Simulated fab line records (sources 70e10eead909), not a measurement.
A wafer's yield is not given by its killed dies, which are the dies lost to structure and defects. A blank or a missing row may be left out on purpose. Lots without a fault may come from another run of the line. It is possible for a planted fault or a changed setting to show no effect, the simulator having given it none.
fab line records :: flow nand-harc
[record]
  lots = 5
  wafers = 15
  last-day = 31
route steps=1302 shown P_ZERO_WELL@44 END@1302
lots untouched by any fault: they come from a run of this same line in which no faults occurred
start-h: hours from the record's first day to the start of the lot's first wafer shown :: wait-h: hours since the lot's step before :: " unchanged from the row above :: L1.1+2: several wafers, shown together as one row :: - no value present, or no start provided :: * or withheld: withheld :: < > ~ a bound
route shown NAME@n: a module of which the file shows steps, and the number in the route of the first :: usual: mean/standard deviation taken from wafers without a fault :: same: alike in all rows :: chamber/n: place in a boat :: sites: readings site by site :: _std_site: standard deviation of those values :: _edge_site: mean of outer sites minus mean of inner sites :: radius-mm: for every site, how far away it sits from the centre of the wafer :: mask NAME#n: copy n :: behind: the most recent tool/chamber to have shaped the wafer :: hold: what put the lot on hold/how long, in hours/how the hold closed :: device: which transistor (n, p or np) failed to switch :: end of line: tests run on the same wafers once the route is complete :: where a step has no rows: the recipe by itself :: killed: dies lost to structure and defects at the first sort, not the wafer's yield :: map: shows each die of a wafer: x if killed, . if not, _ if none is there
set.NAME: the setting the step ran with; set.NAME@STEP: the setting that earlier step ran with :: model.NAME: the simulator's own value behind a step, which no gauge read
lots at selected steps of the route; one table per step, one row per wafer
services: the hour from which a tool's chamber was out of use, counted from the record's first day as start-h (under 0 if before that day), plus the number of hours and why
[[steps]]
[step NHARC_P_ZERO_WELL_CD_MEAS_37]
[recipe]
  target-cd-nm = 720
  landing-energy-ev = 500
[usual]
  cd-nm = 718.5/1.7
lot.wafer: L351.2
tool: cd-sem-01
chamber: 0
start-h: 24.00
wait-h: -
cd-nm: 715.2

lot.wafer: L351.4
tool: cd-sem-01
chamber: 0
start-h: 24.00
wait-h: -
cd-nm: 716.4

lot.wafer: L351.6
tool: cd-sem-01
chamber: 0
start-h: 24.00
wait-h: -
cd-nm: 717.8

lot.wafer: L358.1
tool: cd-sem-01
chamber: 0
start-h: 94.45
wait-h: -
cd-nm: 718.2

lot.wafer: L358.2
tool: cd-sem-01
chamber: 0
start-h: 94.45
wait-h: -
cd-nm: 718.4

lot.wafer: L358.6
tool: cd-sem-01
chamber: 0
start-h: 94.45
wait-h: -
cd-nm: 720.0

lot.wafer: L359.1
tool: cd-sem-02
chamber: 0
start-h: 104.72
wait-h: -
cd-nm: 716.8

lot.wafer: L359.2
tool: cd-sem-02
chamber: 0
start-h: 104.72
wait-h: -
cd-nm: 718.5

lot.wafer: L359.4
tool: cd-sem-02
chamber: 0
start-h: 104.72
wait-h: -
cd-nm: 718.2

lot.wafer: L370.1
tool: cd-sem-03
chamber: 0
start-h: 214.19
wait-h: -
cd-nm: 717.3

lot.wafer: L370.5
tool: cd-sem-03
chamber: 0
start-h: 214.19
wait-h: -
cd-nm: 718.9

lot.wafer: L370.6
tool: cd-sem-03
chamber: 0
start-h: 214.19
wait-h: -
cd-nm: 718.6

lot.wafer: L371.1
tool: cd-sem-03
chamber: 0
start-h: 224.31
wait-h: -
cd-nm: 723.3

lot.wafer: L371.2
tool: cd-sem-03
chamber: 0
start-h: 224.31
wait-h: -
cd-nm: 719.9

lot.wafer: L371.3
tool: cd-sem-03
chamber: 0
start-h: 224.31
wait-h: -
cd-nm: 721.5
[step NHARC_P_ZERO_WELL_HARDBAKE_38]
[recipe]
  temp-c = 125
  time-s = 80
[step NHARC_P_ZERO_WELL_DESCUM_39]
[recipe]
  time-s = 3
  o2-flow-sccm = 200
  ar-flow-sccm = 0
  bias-power-w = 0
  chemistry = O2
[usual]
  drypump-motor-current-A = 5.9/0.51
  oes-product-au = 1.005/0.01
  rf-vpp-V = 57.8/1
  showerhead-plenum-p-Torr = 1.93/0.094
  throttle-valve-pct = 11.311/0.0088
[same]
  bias-power-w = 0
lot.wafer: L351.4
tool: rie-diel-04
chamber: 3
start-h: 24.15
wait-h: -
drypump-motor-current-A: 6.0
oes-product-au: 0.999
rf-hours-counter-h: 3
rf-vpp-V: 57.5
showerhead-plenum-p-Torr: 2.08
throttle-valve-pct: 11.292

lot.wafer: L351.2
tool: rie-diel-04
chamber: 2
start-h: 24.15
wait-h: -
drypump-motor-current-A: 6.3
oes-product-au: 1.010
rf-hours-counter-h: 3
rf-vpp-V: 56.0
showerhead-plenum-p-Torr: 1.78
throttle-valve-pct: 11.305

lot.wafer: L351.6
tool: rie-diel-04
chamber: 3
start-h: 24.15
wait-h: -
drypump-motor-current-A: 6.0
oes-product-au: 1.000
rf-hours-counter-h: -
rf-vpp-V: 60.5
showerhead-plenum-p-Torr: 2.08
throttle-valve-pct: 11.309

lot.wafer: L358.1
tool: rie-diel-04
chamber: 0
start-h: 94.61
wait-h: -
drypump-motor-current-A: 5.3
oes-product-au: 1.008
rf-hours-counter-h: 31
rf-vpp-V: 58.0
showerhead-plenum-p-Torr: 1.91
throttle-valve-pct: 11.299

lot.wafer: L358.2
tool: rie-diel-04
chamber: 1
start-h: 94.61
wait-h: -
drypump-motor-current-A: 6.0
oes-product-au: 0.993
rf-hours-counter-h: 28
rf-vpp-V: 55.8
showerhead-plenum-p-Torr: 1.80
throttle-valve-pct: 11.305

lot.wafer: L358.6
tool: rie-diel-04
chamber: 1
start-h: 94.61
wait-h: -
drypump-motor-current-A: 6.0
oes-product-au: 0.991
rf-hours-counter-h: -
rf-vpp-V: 56.6
showerhead-plenum-p-Torr: 1.80
throttle-valve-pct: 11.314

lot.wafer: L359.2
tool: rie-diel-02
chamber: 3
start-h: 104.88
wait-h: -
drypump-motor-current-A: 5.5
oes-product-au: 1.009
rf-hours-counter-h: 21
rf-vpp-V: 57.3
showerhead-plenum-p-Torr: 2.01
throttle-valve-pct: 11.324

lot.wafer: L359.4
tool: rie-diel-02
chamber: 0
start-h: 104.88
wait-h: -
drypump-motor-current-A: 6.7
oes-product-au: 0.993
rf-hours-counter-h: 13
rf-vpp-V: 57.1
showerhead-plenum-p-Torr: 2.01
throttle-valve-pct: 11.309

lot.wafer: L359.1
tool: rie-diel-02
chamber: 1
start-h: 104.88
wait-h: -
drypump-motor-current-A: 5.1
oes-product-au: 0.976
rf-hours-counter-h: 17
rf-vpp-V: 56.1
showerhead-plenum-p-Torr: 1.94
throttle-valve-pct: 11.313

lot.wafer: L370.1
tool: rie-diel-12
chamber: 3
start-h: 215.49
wait-h: -
drypump-motor-current-A: 5.9
oes-product-au: 1.023
rf-hours-counter-h: 31
rf-vpp-V: 58.1
showerhead-plenum-p-Torr: 2.01
throttle-valve-pct: 11.311

lot.wafer: L370.5
tool: rie-diel-12
chamber: 2
start-h: 215.49
wait-h: -
drypump-motor-current-A: 5.3
oes-product-au: 1.024
rf-hours-counter-h: -
rf-vpp-V: 56.4
showerhead-plenum-p-Torr: 1.85
throttle-valve-pct: 11.314

lot.wafer: L370.6
tool: rie-diel-12
chamber: 3
start-h: 215.49
wait-h: -
drypump-motor-current-A: 5.9
oes-product-au: 1.015
rf-hours-counter-h: -
rf-vpp-V: 59.1
showerhead-plenum-p-Torr: 2.01
throttle-valve-pct: 11.315

lot.wafer: L371.2
tool: rie-diel-04
chamber: 0
start-h: 224.65
wait-h: -
drypump-motor-current-A: 5.3
oes-product-au: 1.014
rf-hours-counter-h: 7
rf-vpp-V: 58.5
showerhead-plenum-p-Torr: 1.89
throttle-valve-pct: 11.307

lot.wafer: L371.3
tool: rie-diel-04
chamber: 1
start-h: 224.65
wait-h: -
drypump-motor-current-A: 6.0
oes-product-au: 0.993
rf-hours-counter-h: 9
rf-vpp-V: 57.8
showerhead-plenum-p-Torr: 1.79
throttle-valve-pct: 11.319

lot.wafer: L371.1
tool: rie-diel-04
chamber: 2
start-h: 224.65
wait-h: -
drypump-motor-current-A: 6.4
oes-product-au: 1.001
rf-hours-counter-h: 9
rf-vpp-V: 58.2
showerhead-plenum-p-Torr: 1.77
throttle-valve-pct: 11.306
[step NHARC_P_ZERO_WELL_IMPLANT_40]
[recipe]
  energy-kev = 300
  dose-cm2 = 1e+13
  tilt-deg = 7
[step NHARC_P_ZERO_WELL_IMPLANT_59]
[recipe]
  energy-kev = 120
  dose-cm2 = 5e+12
  tilt-deg = 7
[step NHARC_P_ZERO_WELL_IMPLANT_60]
[recipe]
  energy-kev = 30
  dose-cm2 = 2e+12
  tilt-deg = 7
[step NHARC_P_ZERO_WELL_STRIP_41]
[recipe]
  time-s = 840
  temp-c = 130
  chemistry = SPM
[step NHARC_P_ZERO_WELL_DEHYDRATE_44]
[recipe]
  temp-c = 150
  time-s = 120
[step NHARC_P_ZERO_WELL_HMDS_45]
[recipe]
  time-s = 30
[step NHARC_P_ZERO_WELL_COAT_46]
[recipe]
  spin-rpm = withheld
[step NHARC_P_ZERO_WELL_SOFTBAKE_47]
[recipe]
  temp-c = 122
  time-s = 95
[step NHARC_P_ZERO_WELL_EBR_48]
[step NHARC_P_ZERO_WELL_EXPOSE_49]
[recipe]
  na = 0.6
  target-cd-nm = 2000
  dose-mj = 22.64
  mask-id = P_HVPW
lot.wafer: L351.2+4+6
tool: krf-scanner-04
chamber: 0
start-h: 25.48
wait-h: -
mask: P_HVPW#0

lot.wafer: L358.1+2+6
tool: krf-scanner-01
chamber: 0
start-h: 95.83
wait-h: -
mask: P_HVPW#0

lot.wafer: L359.1+2+4
tool: krf-scanner-01
chamber: 0
start-h: 106.08
wait-h: -
mask: P_HVPW_R1#0

lot.wafer: L370.1+5+6
tool: krf-scanner-02
chamber: 0
start-h: 216.67
wait-h: -
mask: P_HVPW#0

lot.wafer: L371.1+2+3
tool: krf-scanner-02
chamber: 0
start-h: 225.87
wait-h: -
mask: P_HVPW#0
[step NHARC_P_ZERO_WELL_PEB_50]
[recipe]
  peb-temp-c = 118
  peb-time-s = 85
[step NHARC_P_ZERO_WELL_DEVELOP_51]
[recipe]
  time-s = 70
[step NHARC_P_ZERO_WELL_CD_MEAS_52]
[recipe]
  target-cd-nm = 2000
  landing-energy-ev = 500
[usual]
  cd-nm = 1999.8/1.5
lot.wafer: L351.2
tool: cd-sem-02
chamber: 0
start-h: 25.64
wait-h: -
cd-nm: 1998.5

lot.wafer: L351.4
tool: cd-sem-02
chamber: 0
start-h: 25.64
wait-h: -
cd-nm: 2002.0

lot.wafer: L351.6
tool: cd-sem-02
chamber: 0
start-h: 25.64
wait-h: -
cd-nm: 2001.0

lot.wafer: L358.1
tool: cd-sem-03
chamber: 0
start-h: 95.98
wait-h: -
cd-nm: 2000.4

lot.wafer: L358.2
tool: cd-sem-03
chamber: 0
start-h: 95.98
wait-h: -
cd-nm: 2000.6

lot.wafer: L358.6
tool: cd-sem-03
chamber: 0
start-h: 95.98
wait-h: -
cd-nm: 2000.9

lot.wafer: L359.1
tool: cd-sem-02
chamber: 0
start-h: 106.24
wait-h: -
cd-nm: 1893.7

lot.wafer: L359.2
tool: cd-sem-02
chamber: 0
start-h: 106.24
wait-h: -
cd-nm: 1894.7

lot.wafer: L359.4
tool: cd-sem-02
chamber: 0
start-h: 106.24
wait-h: -
cd-nm: 1895.7

lot.wafer: L370.1
tool: cd-sem-03
chamber: 0
start-h: 216.83
wait-h: -
cd-nm: 1998.8

lot.wafer: L370.5
tool: cd-sem-03
chamber: 0
start-h: 216.83
wait-h: -
cd-nm: 1999.9

lot.wafer: L370.6
tool: cd-sem-03
chamber: 0
start-h: 216.83
wait-h: -
cd-nm: 2000.3

lot.wafer: L371.1
tool: cd-sem-03
chamber: 0
start-h: 226.03
wait-h: -
cd-nm: 1999.7

lot.wafer: L371.2
tool: cd-sem-03
chamber: 0
start-h: 226.03
wait-h: -
cd-nm: 2001.7

lot.wafer: L371.3
tool: cd-sem-03
chamber: 0
start-h: 226.03
wait-h: -
cd-nm: 1997.3
[step NHARC_P_ZERO_WELL_HARDBAKE_53]
[recipe]
  temp-c = 125
  time-s = 80
[step NHARC_P_ZERO_WELL_DESCUM_54]
[recipe]
  time-s = 3
  o2-flow-sccm = 200
  ar-flow-sccm = 0
  bias-power-w = 0
  chemistry = O2
[usual]
  drypump-motor-current-A = 5.9/0.52
  oes-product-au = 1.002/0.011
  rf-vpp-V = 57.7/0.94
  showerhead-plenum-p-Torr = 1.92/0.094
  throttle-valve-pct = 11.311/0.0095
[same]
  bias-power-w = 0
lot.wafer: L351.2
tool: rie-diel-02
chamber: 1
start-h: 25.80
wait-h: -
drypump-motor-current-A: 5.1
oes-product-au: 0.987
rf-hours-counter-h: 42
rf-vpp-V: 57.3
showerhead-plenum-p-Torr: 1.95
throttle-valve-pct: 11.305
model.P_ZERO_WELL.cd-nm: 1998

lot.wafer: L351.4
tool: rie-diel-02
chamber: 3
start-h: 25.80
wait-h: -
drypump-motor-current-A: 5.5
oes-product-au: 1.002
rf-hours-counter-h: 38
rf-vpp-V: 57.7
showerhead-plenum-p-Torr: 2.02
throttle-valve-pct: 11.323
model.P_ZERO_WELL.cd-nm: 2002

lot.wafer: L351.6
tool: rie-diel-02
chamber: 1
start-h: 25.80
wait-h: -
drypump-motor-current-A: 5.0
oes-product-au: 0.997
rf-hours-counter-h: -
rf-vpp-V: 58.4
showerhead-plenum-p-Torr: 1.95
throttle-valve-pct: 11.299
model.P_ZERO_WELL.cd-nm: 2000

lot.wafer: L358.2
tool: rie-diel-02
chamber: 2
start-h: 96.14
wait-h: -
drypump-motor-current-A: 5.5
oes-product-au: 0.993
rf-hours-counter-h: 17
rf-vpp-V: 57.0
showerhead-plenum-p-Torr: 1.96
throttle-valve-pct: 11.327
model.P_ZERO_WELL.cd-nm: 2000

lot.wafer: L358.1
tool: rie-diel-02
chamber: 3
start-h: 96.14
wait-h: -
drypump-motor-current-A: 5.6
oes-product-au: 1.002
rf-hours-counter-h: 17
rf-vpp-V: 58.3
showerhead-plenum-p-Torr: 2.01
throttle-valve-pct: 11.316
model.P_ZERO_WELL.cd-nm: 2000

lot.wafer: L358.6
tool: rie-diel-02
chamber: 3
start-h: 96.14
wait-h: -
drypump-motor-current-A: 5.6
oes-product-au: 1.016
rf-hours-counter-h: -
rf-vpp-V: 57.6
showerhead-plenum-p-Torr: 2.01
throttle-valve-pct: 11.316
model.P_ZERO_WELL.cd-nm: 2001

lot.wafer: L359.1
tool: rie-diel-12
chamber: 1
start-h: 106.41
wait-h: -
drypump-motor-current-A: 6.7
oes-product-au: 1.003
rf-hours-counter-h: 1
rf-vpp-V: 59.4
showerhead-plenum-p-Torr: 2.01
throttle-valve-pct: 11.322
model.P_ZERO_WELL.cd-nm: 1894

lot.wafer: L359.2
tool: rie-diel-12
chamber: 2
start-h: 106.41
wait-h: -
drypump-motor-current-A: 5.3
oes-product-au: 0.998
rf-hours-counter-h: 0
rf-vpp-V: 56.8
showerhead-plenum-p-Torr: 1.86
throttle-valve-pct: 11.328
model.P_ZERO_WELL.cd-nm: 1894

lot.wafer: L359.4
tool: rie-diel-12
chamber: 3
start-h: 106.41
wait-h: -
drypump-motor-current-A: 5.9
oes-product-au: 1.012
rf-hours-counter-h: 0
rf-vpp-V: 58.5
showerhead-plenum-p-Torr: 2.02
throttle-valve-pct: 11.328
model.P_ZERO_WELL.cd-nm: 1896

lot.wafer: L370.1
tool: rie-diel-12
chamber: 3
start-h: 217.03
wait-h: -
drypump-motor-current-A: 5.9
oes-product-au: 1.024
rf-hours-counter-h: 31
rf-vpp-V: 58.6
showerhead-plenum-p-Torr: 2.01
throttle-valve-pct: 11.295
model.P_ZERO_WELL.cd-nm: 723.8

lot.wafer: L370.5
tool: rie-diel-12
chamber: 0
start-h: 217.03
wait-h: -
drypump-motor-current-A: 5.8
oes-product-au: 1.000
rf-hours-counter-h: -
rf-vpp-V: 58.2
showerhead-plenum-p-Torr: 1.79
throttle-valve-pct: 11.298
model.P_ZERO_WELL.cd-nm: 2000

lot.wafer: L370.6
tool: rie-diel-12
chamber: 1
start-h: 217.03
wait-h: -
drypump-motor-current-A: 6.7
oes-product-au: 1.009
rf-hours-counter-h: -
rf-vpp-V: 58.7
showerhead-plenum-p-Torr: 2.00
throttle-valve-pct: 11.309
model.P_ZERO_WELL.cd-nm: 2001

lot.wafer: L371.2
tool: rie-diel-12
chamber: 3
start-h: 226.19
wait-h: -
drypump-motor-current-A: 5.9
oes-product-au: 1.025
rf-hours-counter-h: 35
rf-vpp-V: 57.9
showerhead-plenum-p-Torr: 2.01
throttle-valve-pct: 11.316
model.P_ZERO_WELL.cd-nm: 2002

lot.wafer: L371.3
tool: rie-diel-12
chamber: 1
start-h: 226.19
wait-h: -
drypump-motor-current-A: 6.7
oes-product-au: 1.012
rf-hours-counter-h: 34
rf-vpp-V: 59.4
showerhead-plenum-p-Torr: 2.00
throttle-valve-pct: 11.317
model.P_ZERO_WELL.cd-nm: 1998

lot.wafer: L371.1
tool: rie-diel-12
chamber: 2
start-h: 226.19
wait-h: -
drypump-motor-current-A: 5.3
oes-product-au: 1.027
rf-hours-counter-h: 36
rf-vpp-V: 57.4
showerhead-plenum-p-Torr: 1.84
throttle-valve-pct: 11.325
model.P_ZERO_WELL.cd-nm: 1999
[step NHARC_P_ZERO_WELL_IMPLANT_55]
[recipe]
  energy-kev = 180
  dose-cm2 = 8e+11
  tilt-deg = 7
[step NHARC_END_SORT_01]
[recipe]
  temp-c = 25
[usual]
  killed-at-array = 56/19
  killed-at-other = 1.0/1.3
  killed-at-periphery = 3.8/2.2
  killed-dies = 61/19
  killed-open = 3.1/1.9
  killed-short = 2.3/1.5
[same]
  gross-dies = 677
lot.wafer: L358.1
tool: prober-02
chamber: 0
start-h: 632.81
wait-h: 2.6
killed-at-array: 70
killed-at-other: 0
killed-at-periphery: 4
killed-dies: 74
killed-open: 4
killed-short: 1

lot.wafer: L358.2
tool: prober-02
chamber: 0
start-h: 633.61
wait-h: 2.8
killed-at-array: 77
killed-at-other: 1
killed-at-periphery: 1
killed-dies: 79
killed-open: 2
killed-short: 0

lot.wafer: L358.6
tool: prober-02
chamber: 0
start-h: 636.81
wait-h: 4.0
killed-at-array: 82
killed-at-other: 0
killed-at-periphery: 4
killed-dies: 86
killed-open: 4
killed-short: 3

lot.wafer: L359.1
tool: prober-01
chamber: 0
start-h: 638.17
wait-h: 2.5
killed-at-array: 81
killed-at-other: 3
killed-at-periphery: 3
killed-dies: 87
killed-open: 2
killed-short: 3

lot.wafer: L359.2
tool: prober-01
chamber: 0
start-h: 638.98
wait-h: 2.8
killed-at-array: 80
killed-at-other: 2
killed-at-periphery: 6
killed-dies: 88
killed-open: 2
killed-short: 3

lot.wafer: L359.4
tool: prober-01
chamber: 0
start-h: 640.60
wait-h: 3.4
killed-at-array: 51
killed-at-other: 4
killed-at-periphery: 4
killed-dies: 59
killed-open: 2
killed-short: 2

lot.wafer: L370.1
tool: prober-01
chamber: 0
start-h: 748.22
wait-h: 2.5
killed-at-array: 90
killed-at-other: 0
killed-at-periphery: 2
killed-dies: 92
killed-open: 5
killed-short: 2

lot.wafer: L370.5
tool: prober-01
chamber: 0
start-h: 751.46
wait-h: 3.7
killed-at-array: 104
killed-at-other: 0
killed-at-periphery: 3
killed-dies: 107
killed-open: 1
killed-short: 3

lot.wafer: L370.6
tool: prober-01
chamber: 0
start-h: 752.27
wait-h: 4.0
killed-at-array: 87
killed-at-other: 1
killed-at-periphery: 5
killed-dies: 93
killed-open: 3
killed-short: 0

lot.wafer: L371.1
tool: prober-02
chamber: 0
start-h: 750.68
wait-h: 2.5
killed-at-array: 33
killed-at-other: 2
killed-at-periphery: 10
killed-dies: 45
killed-open: 3
killed-short: 3

lot.wafer: L371.2
tool: prober-02
chamber: 0
start-h: 751.48
wait-h: 2.8
killed-at-array: 31
killed-at-other: 1
killed-at-periphery: 2
killed-dies: 34
killed-open: 3
killed-short: 2

lot.wafer: L371.3
tool: prober-02
chamber: 0
start-h: 752.28
wait-h: 3.1
killed-at-array: 30
killed-at-other: 1
killed-at-periphery: 4
killed-dies: 35
killed-open: 2
killed-short: 2
// killed by level:class
L358.1 A_CHANNEL_HOLE_D2:chamber-film-flake=28 A_SLIT:chamber-film-flake=18 A_CHANNEL_HOLE_D1:chamber-film-flake=12 A_CONTACT:chamber-film-flake=5 P_STI:chamber-film-flake=2 P_M0:chamber-film-flake=2 A_CHANNEL_FILL_D1:geometric-particle:open=1 A_WL_FILL:geometric-particle:short=1
L358.2 A_SLIT:chamber-film-flake=32 A_CHANNEL_HOLE_D2:chamber-film-flake=27 A_CHANNEL_HOLE_D1:chamber-film-flake=4 A_STAIRCASE:chamber-film-flake=3 A_WL_FILL:chamber-film-flake=3 A_CONTACT:chamber-film-flake=3 A_CHANNEL_FILL_D2:chamber-film-flake=2 A_ONON_D2:geometric-particle:open=1
L358.6 A_CHANNEL_HOLE_D2:chamber-film-flake=35 A_SLIT:chamber-film-flake=29 P_M0:chamber-film-flake=3 A_CHANNEL_HOLE_D1:chamber-film-flake=3 A_ONON_D1:geometric-particle:short=2 A_CHANNEL_FILL_D1:chamber-film-flake=2 A_WL_FILL:chamber-film-flake=2 P_STI:geometric-particle:open=1
L359.1 A_CHANNEL_HOLE_D1:chamber-film-flake=40 A_CHANNEL_HOLE_D2:chamber-film-flake=29 THIN_TSV:chamber-film-flake=3 A_SLIT:chamber-film-flake=2 A_CONTACT:chamber-film-flake=2 A_M1:chamber-film-flake=2 P_GATE:geometric-particle:short=1 A_ONON_D2:geometric-particle:short=1
L359.2 A_CHANNEL_HOLE_D1:chamber-film-flake=33 A_CHANNEL_HOLE_D2:chamber-film-flake=26 A_CONTACT:chamber-film-flake=8 P_BONDPAD:chamber-film-flake=3 P_STI:chamber-film-flake=2 A_STAIRCASE:chamber-film-flake=2 A_CHANNEL_FILL_D1:geometric-particle:short=1 A_CHANNEL_FILL_D1:geometric-particle:open=1
L359.4 A_CHANNEL_HOLE_D1:chamber-film-flake=28 A_CHANNEL_HOLE_D2:chamber-film-flake=13 A_CONTACT:chamber-film-flake=4 THIN_TSV:chamber-film-flake=4 P_M0:geometric-particle:open=2 P_BONDPAD:chamber-film-flake=2 A_STAIRCASE:chamber-film-flake=2 A_STAIRCASE:geometric-particle:short=1
L370.1 A_CHANNEL_HOLE_D1:chamber-film-flake=31 A_SLIT:chamber-film-flake=23 A_CHANNEL_HOLE_D2:chamber-film-flake=16 A_CONTACT:chamber-film-flake=8 A_SGD_CUT:chamber-film-flake=3 A_STAIRCASE:chamber-film-flake=2 P_CONTACT:geometric-particle:open=1 A_CHANNEL_FILL_D1:geometric-particle:open=1
L371.1 A_CHANNEL_HOLE_D1:chamber-film-flake=14 P_GATE:chamber-film-flake=6 A_SLIT:chamber-film-flake=4 A_CONTACT:chamber-film-flake=4 A_M0:chamber-film-flake=3 P_ZERO_WELL:chamber-film-flake=2 THIN_TSV:chamber-film-flake=2 P_GATE:geometric-particle:short=1
L370.5 A_SLIT:chamber-film-flake=32 A_CHANNEL_HOLE_D1:chamber-film-flake=30 A_CHANNEL_HOLE_D2:chamber-film-flake=28 A_CONTACT:chamber-film-flake=4 A_STAIRCASE:chamber-film-flake=2 A_SGD_CUT:chamber-film-flake=2 A_BLC:chamber-film-flake=2 P_M2:geometric-particle:short=1
L371.2 A_CHANNEL_HOLE_D1:chamber-film-flake=12 A_SLIT:chamber-film-flake=8 A_STAIRCASE:chamber-film-flake=3 A_CONTACT:chamber-film-flake=3 P_CONTACT:geometric-particle:open=1 A_ONON_D2:geometric-particle:open=1 A_ONON_D2:geometric-particle:short=1 A_CHANNEL_FILL_D2:geometric-particle:short=1
L370.6 A_CHANNEL_HOLE_D1:chamber-film-flake=30 A_SLIT:chamber-film-flake=30 A_CHANNEL_HOLE_D2:chamber-film-flake=19 P_ZERO_WELL:chamber-film-flake=3 A_CONTACT:chamber-film-flake=3 A_STAIRCASE:chamber-film-flake=2 P_M0:geometric-particle:open=1 A_DECK1_JOINT:geometric-particle:open=1
L371.3 A_CHANNEL_HOLE_D1:chamber-film-flake=12 A_SLIT:chamber-film-flake=6 P_GATE:chamber-film-flake=2 A_STAIRCASE:chamber-film-flake=2 A_CONTACT:chamber-film-flake=2 A_SOURCE_PLATE:geometric-particle:short=1 A_CHANNEL_FILL_D2:geometric-particle:open=1 A_CONTACT:geometric-particle:short=1
[[services]]
tool: rie-diel-04
chamber: -
start-h: 4.34
hours: 9.0
kind: pm

tool: rie-diel-12
chamber: -
start-h: 5.78
hours: 1.2
kind: repair

tool: rie-diel-12
chamber: 1
start-h: 21.22
hours: 4.1
kind: repair

tool: rie-diel-02
chamber: 1
start-h: 34.73
hours: 10.0
kind: repair

tool: rie-diel-02
chamber: -
start-h: 43.32
hours: 9.0
kind: pm

tool: krf-scanner-01
chamber: -
start-h: 61.95
hours: 0.8
kind: repair

tool: rie-diel-02
chamber: 0
start-h: 72.76
hours: 7.9
kind: repair

tool: rie-diel-04
chamber: 2
start-h: 73.12
hours: 59.2
kind: repair

tool: rie-diel-02
chamber: 1
start-h: 74.01
hours: 1.2
kind: repair

tool: rie-diel-02
chamber: 0
start-h: 81.30
hours: 8.2
kind: repair

tool: rie-diel-04
chamber: 0
start-h: 83.48
hours: 2.6
kind: repair

tool: rie-diel-12
chamber: -
start-h: 93.16
hours: 9.0
kind: pm

tool: rie-diel-04
chamber: 3
start-h: 106.91
hours: 5.3
kind: repair

tool: rie-diel-04
chamber: 1
start-h: 117.77
hours: 14.6
kind: repair

tool: rie-diel-12
chamber: 1
start-h: 151.11
hours: 2.0
kind: repair

tool: rie-diel-04
chamber: 1
start-h: 151.28
hours: 1.3
kind: repair

tool: rie-diel-04
chamber: 2
start-h: 152.10
hours: 7.8
kind: repair

tool: rie-diel-12
chamber: 0
start-h: 179.65
hours: 7.1
kind: repair

tool: rie-diel-04
chamber: -
start-h: 182.22
hours: 9.0
kind: pm

tool: rie-diel-02
chamber: 3
start-h: 207.57
hours: 13.6
kind: repair

tool: rie-diel-12
chamber: 1
start-h: 213.38
hours: 2.0
kind: repair

tool: rie-diel-04
chamber: 3
start-h: 216.49
hours: 12.6
kind: repair

tool: rie-diel-12
chamber: 0
start-h: 218.69
hours: 33.5
kind: repair

tool: rie-diel-02
chamber: -
start-h: 220.32
hours: 9.0
kind: pm
[[key]]
[first-sign]
  step = NHARC_P_ZERO_WELL_EXPOSE_49
  reading = mask
  direction = changed
[effect]
  step = NHARC_P_ZERO_WELL_CD_MEAS_52
  reading = cd-nm
  direction = down
  sigmas = 68
  usual = 1999.8
  struck = 1894.7
[model-effect]
  step = NHARC_P_ZERO_WELL_DESCUM_54
  value = P_ZERO_WELL.cd-nm
  without = 2000
  struck = 1894
met-at NHARC_P_ZERO_WELL_EXPOSE_49
struck-wafers L359.1,L359.2,L359.4
tester-left-out L359
onset-between 95.83 106.08
[fault]
  kind = wrong-mask
  tool = any
  chamber = -
  onset-h = 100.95
  steps = NHARC_P_ZERO_WELL_EXPOSE_49
  aux-copy = P_HVPW_R1#0
  cd-offset-nm = -105.11
  scope = struck-lots-only
// tester-left-out: of these lots the tester's yield and bins aren't shown, on N5 and GAA mostly nor the transistor test; their killed dies are dies lost to structure and defects alone, not to doping, threshold or leakage, so they don't give the yield
